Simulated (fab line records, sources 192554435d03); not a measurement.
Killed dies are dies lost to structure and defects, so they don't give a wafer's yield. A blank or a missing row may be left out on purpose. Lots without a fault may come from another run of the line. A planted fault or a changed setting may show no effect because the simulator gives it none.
Which tool did it? | flow n5_finfet | 9 lots, 27 wafers sampled, at 7 steps of a route of 1938

WHAT THE GAUGES READ, wafer by wafer
N5_BEOL_M4_INSPECT_13: inspects for defects (brightfield). Usual: raw_defect_count 393, standard deviation 92.
lot  | measured     | on                | raw_defect_count | flag
L377 | day 7 09:37  | defect_inspect-02 | 369 381 295      |
L378 | day 7 18:24  | defect_inspect-01 | 418 555 372      |
L384 | day 9 19:48  | defect_inspect-01 | 350 298 327      |
L386 | day 9 21:57  | defect_inspect-01 | 396 419 482      |
L385 | day 10 05:33 | defect_inspect-01 | 351 399 456      |
L389 | day 11 04:00 | defect_inspect-02 | 328 228 343      |
L394 | day 11 19:26 | defect_inspect-01 | 417 420 1007     |
L397 | day 13 01:17 | defect_inspect-01 | 371 333 451      |
L398 | day 13 07:47 | defect_inspect-01 | 514 831 333      |

N5_BEOL_M4_INSPECT_30: inspects for defects (brightfield). Usual: raw_defect_count 393, standard deviation 93.
lot  | measured     | on                | raw_defect_count | flag
L377 | day 7 11:23  | defect_inspect-01 | 407 426 352      |
L378 | day 7 19:35  | defect_inspect-01 | 460 517 354      |
L384 | day 9 20:56  | defect_inspect-01 | 359 287 356      |
L386 | day 9 22:50  | defect_inspect-01 | 393 415 499      |
L385 | day 10 06:49 | defect_inspect-02 | 331 352 390      |
L389 | day 11 05:06 | defect_inspect-02 | 318 227 330      |
L394 | day 11 20:19 | defect_inspect-02 | 381 365 977      |
L397 | day 13 02:38 | defect_inspect-02 | 319 285 421      |
L398 | day 13 09:39 | defect_inspect-01 | 510 843 362      |

N5_BEOL_M4_RC_MEAS_101. Usual: DIBL_N 37.5 mV/V, standard deviation 2.5; DIBL_P 38 mV/V, standard deviation 3.1; IOFF_N 0.19 nA/um, standard deviation 0.059; IOFF_P 0.24 nA/um, standard deviation 0.061; ION_N 679 uA/um, standard deviation 16; ION_P 465 uA/um, standard deviation 9.8; SS_N 72.0 mV/dec, standard deviation 0.8; SS_P 73.7 mV/dec, standard deviation 0.86; VT_N 248 mV, standard deviation 4.5; VT_P -249 mV, standard deviation 3.5.
lot  | measured     | on        | DIBL_N (mV/V)  | DIBL_P (mV/V) | IOFF_N (nA/um) | IOFF_P (nA/um) | ION_N (uA/um) | ION_P (uA/um) | SS_N (mV/dec)  | SS_P (mV/dec)  | VT_N (mV)   | VT_P (mV)      | flag
L377 | day 7 19:21  | prober-02 | 34.1 37.8 39.7 | 36 37 40      | 0.12 0.18 0.23 | 0.20 0.22 0.27 | 659 678 679   | 459 466 459   | 70.6 72.3 72.7 | 72.8 73.5 74.2 | 254 251 248 | -249 -250 -245 |
L378 | day 8 02:04  | prober-02 | 37.3 37.3 37.4 | 38 40 38      | 0.18 0.19 0.18 | 0.23 0.27 0.22 | 677 675 676   | 459 465 460   | 72.0 72.5 72.6 | 73.5 74.2 73.8 | 250 248 255 | -250 -248 -252 |
L384 | day 10 05:40 | prober-02 | 35.9 37.2 33.6 | 37 37 34      | 0.16 0.19 0.11 | 0.20 0.20 0.17 | 667 680 659   | 459 461 451   | 72.3 72.0 70.9 | 73.8 73.0 73.0 | 251 249 255 | -252 -251 -254 |
L386 | day 10 09:25 | prober-01 | 41.4 37.6 38.9 | 40 35 38      | 0.27 0.15 0.19 | 0.33 0.21 0.28 | 702 671 679   | 477 458 468   | 72.5 71.6 72.4 | 74.7 73.5 73.4 | 244 255 246 | -244 -247 -244 |
L385 | day 10 21:11 | prober-01 | 34.4 38.7 37.1 | 35 39 37      | 0.10 0.18 0.14 | 0.16 0.24 0.20 | 657 673 651   | 453 467 452   | 70.8 71.8 71.5 | 73.2 74.1 73.1 | 260 247 252 | -253 -249 -251 |
L389 | day 11 13:14 | prober-02 | 35.6 34.5 37.2 | 35 34 38      | 0.15 0.14 0.18 | 0.17 0.17 0.22 | 660 672 678   | 448 453 450   | 71.4 71.0 71.9 | 73.2 72.5 73.9 | 250 248 246 | -255 -255 -250 |
L394 | day 12 19:31 | prober-01 | 40.7 38.4 34.4 | 41 37 34      | 0.24 0.19 0.12 | 0.26 0.20 0.16 | 697 664 658   | 471 453 449   | 72.1 72.4 71.9 | 74.2 73.8 72.4 | 243 251 255 | -248 -255 -254 |
L397 | day 13 22:40 | prober-02 | 40.5 38.6 39.9 | 38 36 38      | 0.23 0.17 0.21 | 0.26 0.22 0.25 | 684 662 687   | 465 460 466   | 72.7 73.0 71.8 | 73.8 73.4 74.0 | 246 250 250 | -249 -249 -248 |
L398 | day 13 22:26 | prober-01 | 38.6 39.0 39.9 | 42 39 41      | 0.21 0.20 0.23 | 0.29 0.23 0.26 | 685 676 687   | 475 455 466   | 72.0 71.8 72.2 | 74.4 74.7 74.6 | 247 247 245 | -249 -251 -249 |

WHICH TOOL RAN EACH LOT (tool, then ch and the chambers of the sampled wafers, then the start)
lot  | N5_BEOL_M3_PRE_CLEAN_45      | N5_BEOL_M3_ANNEAL_51             | N5_BEOL_M4_PECVD_72            | N5_BEOL_M4_HM_DEP_02
L377 | pvd_sputter-01, day 7 02:35  | rtp_anneal-01 ch 0, day 7 05:07  | pecvd-03 ch 1,2, day 7 06:15   | pvd_sputter-02, day 7 08:58
L378 | pvd_sputter-01, day 7 10:31  | rtp_anneal-01 ch 0, day 7 13:14  | pecvd-04 ch 0,2, day 7 14:47   | pvd_sputter-02, day 7 17:54
L384 | pvd_sputter-02, day 9 12:08  | rtp_anneal-02 ch 0, day 9 16:05  | pecvd-03 ch 0,1,2, day 9 17:08 | pvd_sputter-03, day 9 19:19
L386 | pvd_sputter-03, day 9 16:26  | rtp_anneal-02 ch 0, day 9 19:26  | pecvd-04 ch 0,1, day 9 20:27   | pvd_sputter-01, day 9 21:22
L385 | pvd_sputter-03, day 10 00:39 | rtp_anneal-02 ch 0, day 10 03:15 | pecvd-02 ch 0,1, day 10 04:25  | pvd_sputter-01, day 10 04:58
L389 | pvd_sputter-02, day 10 23:46 | rtp_anneal-01 ch 0, day 11 02:16 | pecvd-03 ch 1,2, day 11 03:19  | pvd_sputter-01, day 11 03:23
L394 | pvd_sputter-03, day 11 14:47 | rtp_anneal-02 ch 0, day 11 17:25 | pecvd-02 ch 0,1, day 11 18:23  | pvd_sputter-01, day 11 18:57
L397 | pvd_sputter-02, day 12 20:39 | rtp_anneal-01 ch 0, day 12 23:25 | pecvd-02 ch 1,2, day 13 00:24  | pvd_sputter-03, day 13 00:41
L398 | pvd_sputter-01, day 13 03:02 | rtp_anneal-02 ch 0, day 13 05:31 | pecvd-03 ch 0,1, day 13 06:33  | pvd_sputter-01, day 13 07:17
- N5_BEOL_M3_PRE_CLEAN_45: time 30 s.
- N5_BEOL_M3_ANNEAL_51: time 90 s.
- N5_BEOL_M4_PECVD_72: deposits SiO2 from TEOS/O2, target thk 16 nm, time 18 s.
- N5_BEOL_M4_HM_DEP_02: deposits TiN, target thk 20 nm.

WHAT THE TOOLS THEMSELVES READ (means of the sampled wafers that have a number; where no wafer has one, the mark that the record gives instead)
N5_BEOL_M3_PRE_CLEAN_45. Usual: heater_power_w 324 W, standard deviation 33; susceptor_temp_C 250.00 C, standard deviation 0.15.
lot  | tool           | heater_power_w (W) | susceptor_temp_C (C) | flag
L377 | pvd_sputter-01 | 335                | 249.89               |
L378 | pvd_sputter-01 | 349                | 249.96               |
L384 | pvd_sputter-02 | 318                | 249.97               |
L386 | pvd_sputter-03 | 315                | 250.11               |
L385 | pvd_sputter-03 | 328                | 250.12               |
L389 | pvd_sputter-02 | 315                | 250.07               |
L394 | pvd_sputter-03 | 338                | 250.01               |
L397 | pvd_sputter-02 | 316                | 249.85               |
L398 | pvd_sputter-01 | 358                | 250.04               |

N5_BEOL_M3_ANNEAL_51. Usual: anneal_temp_c 224.99 C, standard deviation 0.17; wafer_temp_C_max 225.88, standard deviation 0.28.
lot  | tool          | anneal_temp_c (C) | wafer_temp_C_max | flag
L377 | rtp_anneal-01 | 225.13            | 225.81           |
L378 | rtp_anneal-01 | 225.00            | 225.82           |
L384 | rtp_anneal-02 | 224.91            | 225.81           |
L386 | rtp_anneal-02 | 224.83            | 226.16           |
L385 | rtp_anneal-02 | 225.16            | 225.83           |
L389 | rtp_anneal-01 | 224.86            | 225.49           |
L394 | rtp_anneal-02 | 224.89            | 226.06           |
L397 | rtp_anneal-01 | 224.78            | 225.51           |
L398 | rtp_anneal-02 | 225.01            | 225.80           |

N5_BEOL_M4_PECVD_72. Usual: heater_power_w 716 W, standard deviation 130; showerhead_plenum_p_Torr 8.77 Torr, standard deviation 0.05; susceptor_temp_C 399.99 C, standard deviation 0.23; throttle_valve_pct 22.9 %, standard deviation 1.1.
lot  | tool     | heater_power_w (W) | showerhead_plenum_p_Torr (Torr) | susceptor_temp_C (C) | throttle_valve_pct (%) | flag
L377 | pecvd-03 | 762                | 8.84                            | 400.12               | 22.5                   |
L378 | pecvd-04 | 626                | 8.72                            | 399.83               | 24.0                   |
L384 | pecvd-03 | 788                | 8.81                            | 399.90               | 22.7                   |
L386 | pecvd-04 | 625                | 8.74                            | 399.95               | 23.9                   |
L385 | pecvd-02 | 784                | 8.75                            | 399.88               | 23.6                   |
L389 | pecvd-03 | 729                | 8.84                            | 399.89               | 22.7                   |
L394 | pecvd-02 | 772                | 8.72                            | 400.01               | 23.5                   |
L397 | pecvd-02 | 640                | 8.76                            | 399.87               | 22.1                   |
L398 | pecvd-03 | 992                | 8.81                            | 400.05               | 23.1                   |

N5_BEOL_M4_HM_DEP_02. Usual: susceptor_temp_C 25.00 C, standard deviation 0.093; throttle_valve_pct 29.9 %, standard deviation 1.
lot  | tool           | susceptor_temp_C (C) | throttle_valve_pct (%) | flag
L377 | pvd_sputter-02 | 24.97                | 29.7                   |
L378 | pvd_sputter-02 | 24.97                | 29.1                   |
L384 | pvd_sputter-03 | 25.02                | 30.1                   |
L386 | pvd_sputter-01 | 25.03                | 30.1                   |
L385 | pvd_sputter-01 | 25.04                | 29.6                   |
L389 | pvd_sputter-01 | 25.00                | 30.2                   |
L394 | pvd_sputter-01 | 25.04                | 30.3                   |
L397 | pvd_sputter-03 | 25.07                | 29.7                   |
L398 | pvd_sputter-01 | 25.05                | 30.2                   |

THE ANSWER, worked out from the rows above alone
Rule: a lot is off if the mean of its wafers that have a number lies more than 3 standard deviations from the usual mean. A lot without any number at a reading at which 4 lots or more have one is off too. The other lots that the step has rows for count as sound. The gauges are gone through in route order, then the tools' own readings, and for those a lot's mean is taken as printed above. The first step at which some lot is off is used, and at that step the reading that is off furthest; a lot without a number counts as furthest.
No lot is off at any reading shown: from this, nothing can be told.

WHAT THE SIMULATOR HAD PUT IN
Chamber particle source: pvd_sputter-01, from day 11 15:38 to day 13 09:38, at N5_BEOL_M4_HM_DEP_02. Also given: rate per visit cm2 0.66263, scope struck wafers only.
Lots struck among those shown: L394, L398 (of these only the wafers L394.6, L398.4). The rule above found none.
